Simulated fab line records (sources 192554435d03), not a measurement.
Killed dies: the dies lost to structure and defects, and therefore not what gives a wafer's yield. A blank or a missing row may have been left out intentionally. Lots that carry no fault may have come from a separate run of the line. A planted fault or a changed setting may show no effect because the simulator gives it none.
Matching of chambers -- flow n5-finfet -- pecvd-03 running N5_BEOL_M0_SAQP_PECVD_00: 3 sister chambers
The step deposits SiCN from 3MS/NH3, target thk 8 nm, time 14 s. 3 wafers are shown with their chamber, then 10 later ones without.

## WAFERS PAIRED WITH THEIR CHAMBERS
wafer,chamber,throttle-valve-pct (%)
L083.4,2,8.2
L088.1,1,9.8
L088.3,0,9.5

## WAFERS WITHOUT THEIR CHAMBER
wafer,throttle-valve-pct (%)
L088.4,8.3
L093.1,8.5
L093.2,9.6
L093.5,9.6
L095.4,9.3
L095.5,8.5
L095.6,9.7
L096.3,8.4
L096.5,9.6
L096.6,8.4

## EACH ONE'S CHAMBER
wafer,from the rows above,in truth
L088.4,2,2
L093.1,2,2
L093.2,can't be placed: 0 or 1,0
L093.5,can't be placed: 0 or 1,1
L095.4,can't be placed: 0 or 1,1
L095.5,2,2
L095.6,can't be placed: 1 or 0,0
L096.3,2,2
L096.5,can't be placed: 0 or 1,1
L096.6,2,2
Placed correctly: 5 of 10. Can't be placed from these rows: 5 (the true chamber is among the candidates in 5). Placed wrongly: 0.
How it was worked out, from the rows above alone: a wafer's distance from a chamber is the root of the sum, over the readings, of the square of ((its reading less the chamber's mean) divided by the reading's scatter). If the next closest chamber is less than 2 further off than the closest, the wafer can't be placed; otherwise it belongs to the closest. A chamber's mean is the mean of its shown wafers. The scatter: root of mean squared gap, hidden wafer to nearest shown wafer, with one shown wafer a chamber.
